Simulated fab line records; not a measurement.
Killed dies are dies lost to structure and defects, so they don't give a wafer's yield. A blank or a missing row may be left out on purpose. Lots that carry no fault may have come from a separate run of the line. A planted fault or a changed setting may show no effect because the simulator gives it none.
Split-lot trial / flow n5_finfet / 39 wafers read from 7 lots, route of 1938 steps

## SPLIT DETAILS
At N5_BEOL_M0_SAQP_SPACER1_ALD_98 (deposits SiO2, target thk 12.8 nm, pulse time 1 s, purge time 2 s), the setting ald_cycles was moved away from the recipe's 138 on 18 of the 39 wafers read, by -56.5% to +58.0%. This setting was run at the recipe's value on the other wafers.

## FROM THE SPLIT TO THE READING: what the file shows between them, 2 steps
- N5_BEOL_M0_SAQP_SPACER1_ETCHBACK_99: etches SiO2 in CHF3/O2, target depth 15.4 nm, time 7.7 s
- N5_BEOL_M0_SAQP_MANDREL1_REMOVE_100: chemistry HBr/Cl2/O2, target a-Si, stops on SiNx, bt time 10 s

## THE READING
Shown in nm: cd_nm at N5_BEOL_M0_SAQP_CD_MEAS_25, with target cd 13.1 nm. A value of 12.82 nm with a standard deviation of 0.23 nm is what fault-free wafers of this fab line usually give.

wafer=L080.1; tool, chamber at the split=ald_sin-02, 1,0,3; ald_cycles as run=138; against the recipe=recipe; cd_nm, nm=12.91; against lot-mates on the recipe=-
wafer=L080.2; tool, chamber at the split=ald_sin-02, 2,1,0; ald_cycles as run=203; against the recipe=+47.1%; cd_nm, nm=18.48; against lot-mates on the recipe=+5.59
wafer=L080.3; tool, chamber at the split=ald_sin-02, 1,0,3; ald_cycles as run=138; against the recipe=recipe; cd_nm, nm=13.01; against lot-mates on the recipe=-
wafer=L080.4; tool, chamber at the split=ald_sin-02, 1,0,3; ald_cycles as run=138; against the recipe=recipe; cd_nm, nm=12.75; against lot-mates on the recipe=-
wafer=L080.5; tool, chamber at the split=ald_sin-02, 2,1,0; ald_cycles as run=203; against the recipe=+47.1%; cd_nm, nm=18.93; against lot-mates on the recipe=+6.04
wafer=L080.6; tool, chamber at the split=ald_sin-02, 2,1,0; ald_cycles as run=203; against the recipe=+47.1%; cd_nm, nm=18.73; against lot-mates on the recipe=+5.84
wafer=L081.1; tool, chamber at the split=ald_sin-01, 1,0,1; ald_cycles as run=213; against the recipe=+54.3%; cd_nm, nm=19.83; against lot-mates on the recipe=+6.95
wafer=L081.2; tool, chamber at the split=ald_sin-01, 2,3,0; ald_cycles as run=138; against the recipe=recipe; cd_nm, nm=12.94; against lot-mates on the recipe=-
wafer=L081.3; tool, chamber at the split=ald_sin-01, 2,3,0; ald_cycles as run=138; against the recipe=recipe; cd_nm, nm=12.64; against lot-mates on the recipe=-
wafer=L081.4; tool, chamber at the split=ald_sin-01, 2,3,0; ald_cycles as run=138; against the recipe=recipe; cd_nm, nm=13.05; against lot-mates on the recipe=-
wafer=L081.5; tool, chamber at the split=ald_sin-01, 1,0,1; ald_cycles as run=213; against the recipe=+54.3%; cd_nm, nm=19.68; against lot-mates on the recipe=+6.80
wafer=L081.6; tool, chamber at the split=ald_sin-01, 1,0,1; ald_cycles as run=213; against the recipe=+54.3%; cd_nm, nm=19.60; against lot-mates on the recipe=+6.72
wafer=L084.1; tool, chamber at the split=ald_sin-01, 2,1,1; ald_cycles as run=109; against the recipe=-21.0%; cd_nm, nm=9.89; against lot-mates on the recipe=-2.95
wafer=L084.2; tool, chamber at the split=ald_sin-01, 2,1,1; ald_cycles as run=109; against the recipe=-21.0%; cd_nm, nm=9.54; against lot-mates on the recipe=-3.30
wafer=L084.3; tool, chamber at the split=ald_sin-01, 3,0,0; ald_cycles as run=138; against the recipe=recipe; cd_nm, nm=13.10; against lot-mates on the recipe=-
wafer=L084.4; tool, chamber at the split=ald_sin-01, 3,0,0; ald_cycles as run=138; against the recipe=recipe; cd_nm, nm=12.74; against lot-mates on the recipe=-
wafer=L084.5; tool, chamber at the split=ald_sin-01, 2,1,1; ald_cycles as run=109; against the recipe=-21.0%; cd_nm, nm=10.23; against lot-mates on the recipe=-2.61
wafer=L084.6; tool, chamber at the split=ald_sin-01, 3,0,0; ald_cycles as run=138; against the recipe=recipe; cd_nm, nm=12.67; against lot-mates on the recipe=-
wafer=L086.1; tool, chamber at the split=ald_sin-03, 2,1,2; ald_cycles as run=60; against the recipe=-56.5%; cd_nm, nm=5.35; against lot-mates on the recipe=-7.23
wafer=L086.2; tool, chamber at the split=ald_sin-03, 0,3,3; ald_cycles as run=138; against the recipe=recipe; cd_nm, nm=12.55; against lot-mates on the recipe=-
wafer=L086.3; tool, chamber at the split=ald_sin-03, 0,3,3; ald_cycles as run=138; against the recipe=recipe; cd_nm, nm=12.64; against lot-mates on the recipe=-
wafer=L086.4; tool, chamber at the split=ald_sin-03, 2,1,2; ald_cycles as run=60; against the recipe=-56.5%; cd_nm, nm=5.44; against lot-mates on the recipe=-7.14
wafer=L086.5; tool, chamber at the split=ald_sin-03, 0,3,3; ald_cycles as run=138; against the recipe=recipe; cd_nm, nm=12.55; against lot-mates on the recipe=-
wafer=L086.6; tool, chamber at the split=ald_sin-03, 2,1,2; ald_cycles as run=60; against the recipe=-56.5%; cd_nm, nm=4.94; against lot-mates on the recipe=-7.64
wafer=L087.1; tool, chamber at the split=ald_sin-01, 3; ald_cycles as run=218; against the recipe=+58.0%; cd_nm, nm=20.21; against lot-mates on the recipe=+7.24
wafer=L087.2; tool, chamber at the split=ald_sin-01, 1,2; ald_cycles as run=218; against the recipe=+58.0%; cd_nm, nm=20.33; against lot-mates on the recipe=+7.36
wafer=L087.3; tool, chamber at the split=ald_sin-01, 0; ald_cycles as run=138; against the recipe=recipe; cd_nm, nm=13.08; against lot-mates on the recipe=-
wafer=L087.4; tool, chamber at the split=ald_sin-01, 1,2; ald_cycles as run=218; against the recipe=+58.0%; cd_nm, nm=20.37; against lot-mates on the recipe=+7.40
wafer=L087.5; tool, chamber at the split=ald_sin-01, 0; ald_cycles as run=138; against the recipe=recipe; cd_nm, nm=13.19; against lot-mates on the recipe=-
wafer=L087.6; tool, chamber at the split=ald_sin-01, 3; ald_cycles as run=138; against the recipe=recipe; cd_nm, nm=12.65; against lot-mates on the recipe=-
wafer=L093.1; tool, chamber at the split=ald_sin-02, 0,3; ald_cycles as run=138; against the recipe=recipe; cd_nm, nm=12.58; against lot-mates on the recipe=-
wafer=L093.2; tool, chamber at the split=ald_sin-02, 3,1; ald_cycles as run=109; against the recipe=-21.0%; cd_nm, nm=10.81; against lot-mates on the recipe=-1.84
wafer=L093.3; tool, chamber at the split=ald_sin-02, 3,1; ald_cycles as run=109; against the recipe=-21.0%; cd_nm, nm=10.13; against lot-mates on the recipe=-2.52
wafer=L093.4; tool, chamber at the split=ald_sin-02, 2; ald_cycles as run=109; against the recipe=-21.0%; cd_nm, nm=10.16; against lot-mates on the recipe=-2.49
wafer=L093.5; tool, chamber at the split=ald_sin-02, 0,3; ald_cycles as run=138; against the recipe=recipe; cd_nm, nm=12.75; against lot-mates on the recipe=-
wafer=L093.6; tool, chamber at the split=ald_sin-02, 0; ald_cycles as run=138; against the recipe=recipe; cd_nm, nm=12.63; against lot-mates on the recipe=-
wafer=L094.2; tool, chamber at the split=ald_sin-03, 3,2,1; ald_cycles as run=138; against the recipe=recipe; cd_nm, nm=12.61; against lot-mates on the recipe=-
wafer=L094.4; tool, chamber at the split=ald_sin-03, 3,2,1; ald_cycles as run=138; against the recipe=recipe; cd_nm, nm=12.89; against lot-mates on the recipe=-
wafer=L094.5; tool, chamber at the split=ald_sin-03, 3,2,1; ald_cycles as run=138; against the recipe=recipe; cd_nm, nm=13.03; against lot-mates on the recipe=-
Rows listing several chambers each stand for several wafers; the file does not say which wafer went through which chamber.

THE FIT
A straight line over all 39 wafers: cd_nm changes by +0.129 nm for each +1% of ald_cycles; r = +1.00; the points scatter about the line by 0.25 nm.
The same after taking each lot's own level away (the mean of its wafers on the recipe; 39 wafers): +0.127 nm for each +1%; r = +1.00; scatter 0.24 nm.
On that fit, the largest move of ald_cycles shifts the reading by 7.3 nm.
Across the lots, their own levels run from 12.580 to 12.973 nm, a range of 1.7 times the standard deviation given above.
Consequently the slope shifts little with the lot-to-lot level, the two slopes agreeing.
Check: +7.32 nm against its lot-mates is what the line predicts for one of the wafers moved furthest among these (+58.0%) when that wafer is left out of the fit. It came out at +7.24 nm against them.

## THE OTHER SPLITS THESE WAFERS WENT THROUGH
Note: prior to the reading, these wafers also went through further splits. Each is held against what the fit with the lots' levels taken away leaves over:
other split on the same wafers=N5_ZERO_LAYER_ETCH_18 target_depth_a; wafers away from the commonest value=15; r with cd_nm (lot level and that fit taken away)=+0.14
other split on the same wafers=N5_FIN_SAQP_SPACER1_ALD_24 ald_cycles; wafers away from the commonest value=15; r with cd_nm (lot level and that fit taken away)=-0.10
other split on the same wafers=N5_SD_EPI_P_DESCUM_14 time_s; wafers away from the commonest value=12; r with cd_nm (lot level and that fit taken away)=+0.09

## THE WHOLE CHAIN: every reading that the file lists as answering this split, in the file's order
step=N5_BEOL_M0_SAQP_SPACER1_ALD_98; what it does=deposits SiO2, target thk 12.8 nm, pulse time 1 s, purge time 2 s; reading=SiO2_of_BEOL_M0_SAQP_SPACER1_ALD_98.thk_nm (the simulator's own value, which no gauge read); change (the file's fit)=+0.128 nm for each +1% of the setting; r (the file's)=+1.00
step=N5_BEOL_M0_SAQP_MANDREL1_REMOVE_100; what it does=chemistry HBr/Cl2/O2, target a-Si, stops on SiNx, bt time 10 s; reading=SiO2_of_BEOL_M0_SAQP_SPACER1_ALD_98.thk_nm (the simulator's own value, which no gauge read); change (the file's fit)=+0.117 nm for each +1% of the setting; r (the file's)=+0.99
step=N5_BEOL_M0_SAQP_MANDREL1_REMOVE_100; what it does=chemistry HBr/Cl2/O2, target a-Si, stops on SiNx, bt time 10 s; reading=BEOL_M0_SAQP.cd_nm (the simulator's own value, which no gauge read); change (the file's fit)=+0.127 nm for each +1% of the setting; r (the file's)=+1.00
step=N5_BEOL_M0_SAQP_CD_MEAS_25; what it does=target cd 13.1 nm; reading=cd_nm; change (the file's fit)=+0.126 nm for each +1% of the setting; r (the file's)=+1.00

## THE FILE'S OWN FIT
cd_nm changes by +0.126 nm for each +1% of ald_cycles, r = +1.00.
